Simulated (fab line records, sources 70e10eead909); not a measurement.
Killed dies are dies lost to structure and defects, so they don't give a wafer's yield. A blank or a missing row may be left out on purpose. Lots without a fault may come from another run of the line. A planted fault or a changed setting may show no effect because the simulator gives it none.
Chamber matching | flow nand_harc | NHARC_A_STAIRCASE_CMP_450 on cmp-02: 4 sister chambers
The step polishes SiO2, target thk 200 nm. 4 wafers are shown with their chamber, then 9 later ones without.

WAFERS WITH THEIR CHAMBER
wafer  | chamber | motor_current_A (A)
L083.6 | 0       | 12.1
L081.6 | 2       | 11.2
L086.2 | 1       | 13.6
L086.5 | 3       | 12.3

WAFERS WITHOUT THEIR CHAMBER
wafer  | motor_current_A (A)
L085.2 | 10.5
L085.3 | 13.2
L085.6 | 10.9
L093.1 | 13.7
L093.3 | 12.7
L093.4 | 12.9
L096.1 | 13.6
L096.2 | 10.9
L096.4 | 12.6

WHICH CHAMBER EACH WENT THROUGH
wafer  | from the rows above          | in truth
L085.2 | 2                            | 2
L085.3 | can't be placed: 1 or 3 or 0 | 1
L085.6 | 2                            | 2
L093.1 | 1                            | 1
L093.3 | can't be placed: 3 or 0 or 1 | 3
L093.4 | can't be placed: 3 or 1 or 0 | 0
L096.1 | 1                            | 1
L096.2 | 2                            | 2
L096.4 | can't be placed: 3 or 0 or 1 | 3
Placed correctly: 5 of 9. Can't be placed from these rows: 4 (the true chamber is among the candidates in 4). Placed wrongly: 0.
How it was worked out, from the rows above alone: a wafer's distance from a chamber is the root of the sum, over the readings, of the square of ((its reading less the chamber's mean) divided by the reading's scatter). The wafer belongs to the nearest chamber; if the next one is less than 2 further off, it can't be placed. A chamber's mean is the mean of its shown wafers. The scatter: with one shown wafer a chamber, the root of the mean of the squares of how far each hidden wafer lies from its nearest shown one.
